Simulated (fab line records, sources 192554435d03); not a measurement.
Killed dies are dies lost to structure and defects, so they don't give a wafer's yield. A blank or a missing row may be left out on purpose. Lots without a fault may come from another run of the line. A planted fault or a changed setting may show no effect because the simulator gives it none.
A struck lot beside a sound one | flow n5_finfet | 16 steps out of a route of 1938
Sound: wafers L990.4, L990.5, L990.6. Struck: wafer L997.4. (L997.6 of the same lot was not struck and is left out.) The cause comes at the end.
At each step with rows: each side's tool, then ch and its chambers, then its first start. Under that, the readings that differ: sound wafers | struck wafers | difference of the means | sigmas: that difference in standard deviations of wafers without a fault.
alike: readings whose means differ by less than 2 such deviations, and words and numbers that are the same on both sides. not compared: withheld readings, readings that some wafer has no value for, bounds like >300 that may hide the same value, and numbers for which the record gives no deviation and whose values overlap.
The two part at a step that has a row with sigmas, a row that says differs or no value, or rows on one side only. Numbers that don't overlap but have no deviation are shown without sigmas and don't part them. A reading that every wafer of one side lacks parts them only if that side has two wafers or more.

N5_FIN_CUT_INSPECT_10: inspects for defects (brightfield).
  sound on defect_inspect-02, day 2 21:40; struck on defect_inspect-01, day 4 14:37
  alike: raw_defect_count
N5_FIN_CUT_DESCUM_13: chemistry O2, time 7 s.
  sound on rie_diel-04 ch 0,1,3, day 2 21:42; struck on rie_diel-01 ch 2, day 4 14:39
  reading            | sound             | struck | difference | sigmas
  rf_fwd_power_W (W) | 49.09 49.63 49.71 | 48.95  | -0.53      | -2
  alike: drypump_motor_current_A, o2_flow_sccm, oes_product_au, rf_vpp_V, showerhead_plenum_p_Torr, throttle_valve_pct
  not compared: rf_hours_counter_h
N5_FIN_CUT_ETCH_30: etches underlayer in N2/H2, target depth 13 nm, time 10.4 s.
  sound on rie_diel-04 ch 0,1,3, day 2 21:44; struck on rie_diel-01 ch 2, day 4 14:41
  reading               | sound             | struck | difference | sigmas
  etch_rf_on_time_s (s) | 10.13 10.20 10.21 | 10.51  | +0.33      | +3
  alike: drypump_motor_current_A, n2_flow_sccm, oes_product_au, rf_fwd_power_W, rf_vpp_V, showerhead_plenum_p_Torr, throttle_valve_pct
  not compared: rf_hours_counter_h
then, 5 steps without rows for these wafers: N5_FIN_CUT_ETCH_20 (etches SiARC in CF4, target depth 26 nm, time 43.3 s); N5_FIN_CUT_ETCH_21 (etches SOC in N2/H2, target depth 219 nm, overetch 43.8 nm, time 523.5 s); N5_FIN_CUT_STRIP_23 (strips in N2/H2); N5_FIN_CUT_STRIP_31 (strips in N2/H2); N5_FIN_CUT_STRIP_24 (strips in CF4).
N5_FIN_CUT_CUT_ETCH_26: etches SiNx in CH3F/O2, target depth 39 nm, time 55.7 s.
  sound on rie_diel-04 ch 0,1,3, day 2 22:08; struck on rie_diel-01 ch 2, day 4 15:05
  reading            | sound             | struck | difference | sigmas
  rf_fwd_power_W (W) | 388.1 393.9 393.3 | 387.0  | -4.8       | -3
  alike: drypump_motor_current_A, oes_product_au, rf_vpp_V, showerhead_plenum_p_Torr, throttle_valve_pct
  not compared: rf_hours_counter_h
N5_FIN_CUT_CUT_ETCH_27: etches SiO2 in CHF3/O2, target depth 4 nm, overetch 2 nm, time 4.9 s.
  sound on rie_diel-04 ch 0,1,3, day 2 22:11; struck on rie_diel-01 ch 2, day 4 15:08
  alike: drypump_motor_current_A, oes_product_au, rf_fwd_power_W, rf_vpp_V, showerhead_plenum_p_Torr, throttle_valve_pct
  not compared: rf_hours_counter_h
N5_FIN_CUT_PRECLEAN_35: cleans in vHF, time 13.3 s.
  sound on vapor_etch-01 ch 0,1, day 2 22:16; struck on vapor_etch-01 ch 1, day 4 15:13
  alike: drypump_motor_current_A
then, 1 step without rows for these wafers: N5_FIN_CUT_CUT_ETCH_15 (etches Si in HBr/Cl2/O2, target depth 100 nm, bt time 10 s, time 42.4 s).
N5_FIN_CUT_CUT_ETCH_28: etches Si in HBr/Cl2/O2, target depth 6 nm, time 2.4 s.
  sound on rie_si-06 ch 0,2,3, day 2 22:26; struck on rie_si-06 ch 1, day 4 15:20
  reading                  | sound             | struck | difference                   | sigmas
  oes_product_au (a.u.)    | 1.034 0.992 0.999 | 1.045  | +0.037                       | +2
  rf_hours_counter_h (h)   | - - -             | 1      | no value on the sound wafers |
  model.etch.depth_nm (nm) | 6.052 5.947 6.027 | 10.08  | +4.07                        |
  alike: HBr_flow_sccm, drypump_motor_current_A, throttle_valve_pct
  not compared: rf_fwd_power_W
then, 1 step without rows for these wafers: N5_FIN_CUT_STRIP_22 (strips in N2/H2).
-- the record jumps here: 6 days lie between the struck wafers' starts before and after (it left off in module FIN_CUT and takes up again in module BEOL_M4, whose first step shown is number 1111 of the route) --
N5_BEOL_M4_RC_MEAS_101:
  sound on prober-02 ch 0, day 8 13:43; struck on prober-02 ch 0, day 10 10:43
  alike: DIBL_N, DIBL_P, IOFF_N, IOFF_P, ION_N, ION_P, SS_N, SS_P, VT_N, VT_P
-- the record jumps here: 4 days lie between the struck wafers' starts before and after (it left off in module BEOL_M4 and takes up again in module PASSIVATION, whose first step shown is number 1936 of the route) --
N5_PASSIVATION_PROBE_49:
  sound on prober-02, day 12 11:55; struck on prober-01, day 14 14:25
  reading                  | sound          | struck | difference | sigmas
  defect_limited_yield (%) | 93.0 91.7 93.1 | 88.1   | -4.5       | -3
  killed_at_front_end      | 25 37 50       | 58     | +21        | +2
  killed_at_other          | 9 2 3          | 14     | +9         | +3
  killed_dies              | 83 98 82       | 141    | +53        | +3
  killed_open              | 48 70 53       | 94     | +37        | +3
  killed_short             | 30 26 25       | 45     | +18        | +2
  sort_bin_5_function (%)  | 4.0 5.0 4.1    | 6.7    | +2.3       | +2
  sort_bin_6_memory (%)    | 2.6 3.1 2.5    | 5.3    | +2.6       | +3
  sort_n_pass              | 1097 1082 1098 | 1039   | -53        | -3
  sort_yield_pct (%)       | 93.0 91.7 93.1 | 88.1   | -4.5       | -3
  alike: killed_at_M0_to_M3, killed_at_M4_up, killed_at_contacts

WHERE THEY PART
First at N5_FIN_CUT_DESCUM_13; last, within this record, at N5_PASSIVATION_PROBE_49.

WHY: what the simulator had put in
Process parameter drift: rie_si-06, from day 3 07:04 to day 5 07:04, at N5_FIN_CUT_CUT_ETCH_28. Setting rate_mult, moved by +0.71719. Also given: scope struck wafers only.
